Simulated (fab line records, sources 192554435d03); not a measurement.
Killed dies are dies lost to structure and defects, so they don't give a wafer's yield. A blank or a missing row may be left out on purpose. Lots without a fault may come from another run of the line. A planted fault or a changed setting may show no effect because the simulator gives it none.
Chamber matching | flow n5_finfet | N5_BEOL_M4_ETCH_77 on rie_diel-06: 4 sister chambers
The step etches underlayer in N2/H2, target depth 6.5 nm, time 5.2 s. 14 wafers are shown with their chamber, then 7 later ones without.

WAFERS WITH THEIR CHAMBER
wafer  | chamber | showerhead_plenum_p_Torr (Torr) | throttle_valve_pct (%) | rf_vpp_V (V)
L074.2 | 3       | 2.42                            | 18.10                  | 522.2
L074.3 | 0       | 2.71                            | 17.75                  | 528.7
L074.5 | 1       | 2.53                            | 17.63                  | 524.0
L077.2 | 3       | 2.41                            | 18.10                  | 521.8
L077.4 | 0       | 2.70                            | 17.74                  | 526.8
L077.5 | 2       | 2.49                            | 17.61                  | 521.9
L080.1 | 1       | 2.53                            | 17.67                  | 523.9
L080.3 | 2       | 2.49                            | 17.61                  | 521.2
L080.4 | 0       | 2.70                            | 17.77                  | 530.0
L090.1 | 0       | 2.69                            | 17.81                  | 526.5
L090.2 | 2       | 2.48                            | 17.63                  | 522.9
L090.4 | 1       | 2.52                            | 17.71                  | 523.8
L092.1 | 1       | 2.51                            | 17.68                  | 524.7
L092.2 | 3       | 2.72                            | 17.69                  | 529.5

SIGNATURES (means of the wafers above)
reading                  | chamber 0 | chamber 1 | chamber 2 | chamber 3 | scatter within a chamber
showerhead_plenum_p_Torr | 2.7000    | 2.5225    | 2.4867    | 2.5167    | 0.0791
throttle_valve_pct       | 17.7675   | 17.6725   | 17.6167   | 17.9633   | 0.109
rf_vpp_V                 | 528.000   | 524.100   | 522.000   | 524.500   | 2.18
Rule: a wafer's distance from a chamber is the root of the sum, over the readings, of the square of ((its reading less the chamber's mean) divided by the reading's scatter). The wafer belongs to the nearest chamber; if the next one is less than 2 further off, it can't be placed. The scatter: the root of (the sum of the squares of (reading less its chamber's mean) over the shown wafers, divided by (wafers less chambers)).

WAFERS WITHOUT THEIR CHAMBER
wafer  | showerhead_plenum_p_Torr (Torr) | throttle_valve_pct (%) | rf_vpp_V (V)
L092.6 | 2.47                            | 17.67                  | 521.9
L094.1 | 2.47                            | 17.67                  | 521.2
L094.3 | 2.72                            | 17.72                  | 527.3
L094.4 | 2.51                            | 17.70                  | 523.0
L096.1 | 2.47                            | 17.70                  | 523.3
L096.5 | 2.68                            | 17.82                  | 529.1
L096.6 | 2.51                            | 17.73                  | 521.6

WHICH CHAMBER EACH WENT THROUGH
wafer  | from the rows above          | in truth
L092.6 | can't be placed: 2 or 1      | 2
L094.1 | can't be placed: 2 or 1      | 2
L094.3 | 0                            | 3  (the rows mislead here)
L094.4 | can't be placed: 1 or 2 or 3 | 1
L096.1 | can't be placed: 1 or 2 or 3 | 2
L096.5 | 0                            | 0
L096.6 | can't be placed: 2 or 1 or 3 | 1
Placed correctly: 1 of 7. Can't be placed from these rows: 5 (the true chamber is among the candidates in 5). Placed wrongly: 1.
